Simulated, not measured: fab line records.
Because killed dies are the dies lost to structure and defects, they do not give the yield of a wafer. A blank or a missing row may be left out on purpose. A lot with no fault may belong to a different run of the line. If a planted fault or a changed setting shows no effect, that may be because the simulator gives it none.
Which tool was responsible? | flow nand_harc | at 1 step of a route of 1302, 22 lots with 66 wafers sampled

## WHAT THE GAUGES SHOWED, per wafer
NHARC_P_CONTACT_CD_MEAS_12: target cd 90 nm. Usual: cd_nm reads 90.0 nm (standard deviation 0.47).
lot  | measured     | on        | cd_nm (nm)     | flag
L074 | day 6 01:19  | cd_sem-03 | 89.9 89.3 90.0 |
L075 | day 6 04:49  | cd_sem-01 | 90.3 89.4 89.8 |
L077 | day 7 06:38  | cd_sem-03 | 90.6 89.7 90.4 |
L078 | day 7 07:26  | cd_sem-03 | 89.7 89.7 90.2 |
L079 | day 7 21:14  | cd_sem-01 | 89.5 89.7 90.4 |
L080 | day 8 11:56  | cd_sem-03 | 90.6 91.2 91.6 |
L082 | day 9 15:16  | cd_sem-03 | 89.4 89.8 89.4 |
L083 | day 9 17:11  | cd_sem-01 | 89.9 90.3 90.2 |
L084 | day 10 12:11 | cd_sem-03 | 90.0 89.1 89.8 |
L085 | day 10 19:48 | cd_sem-02 | 90.1 89.9 90.6 |
L086 | day 10 23:56 | cd_sem-03 | 89.4 89.7 89.3 |
L087 | day 11 04:36 | cd_sem-01 | 90.6 90.2 90.1 |
L089 | day 11 20:20 | cd_sem-02 | 89.7 89.8 90.8 |
L088 | day 11 21:05 | cd_sem-03 | 89.3 90.1 90.1 |
L090 | day 12 18:36 | cd_sem-02 | 89.8 90.8 90.3 |
L091 | day 12 20:28 | cd_sem-02 | 90.1 90.4 90.3 |
L092 | day 13 04:59 | cd_sem-03 | 90.5 90.4 90.7 |
L093 | day 13 16:35 | cd_sem-02 | 89.4 89.9 90.1 |
L094 | day 14 08:37 | cd_sem-03 | 90.1 89.9 90.4 |
L095 | day 14 12:07 | cd_sem-02 | 90.6 90.1 90.0 |
L096 | day 15 00:45 | cd_sem-03 | 90.2 90.7 89.6 |
L097 | day 15 10:45 | cd_sem-02 | 90.0 89.2 89.8 |

## WHAT TOOL EACH LOT RAN ON (gives the tool, then ch and the chambers of the sampled wafers, and finally the start)
The record holds no process step before these readings.

## AS READ BY THE TOOLS THEMSELVES (means over the sampled wafers that have a number; for cases with no such wafer, the mark the record gives instead)
The record holds no such reading with a usual standard deviation.

## THE ANSWER, worked out from the rows above alone
Rule: a lot counts as off when the mean over its wafers that have a number is more than 3 standard deviations away from the usual mean. A lot without any number at a reading at which 4 lots or more have one is off too. Any other lot the step has rows for is counted as sound. Order of review: gauges by route order, followed by the tools' own readings, for which a lot's mean as printed above is used. The first step at which some lot is off is used, and at that step the reading that is off furthest; a lot without a number counts as furthest.
Across all readings shown, no lot is off: no conclusion can be drawn from this.

## WHAT THE SIMULATOR HAD PUT IN
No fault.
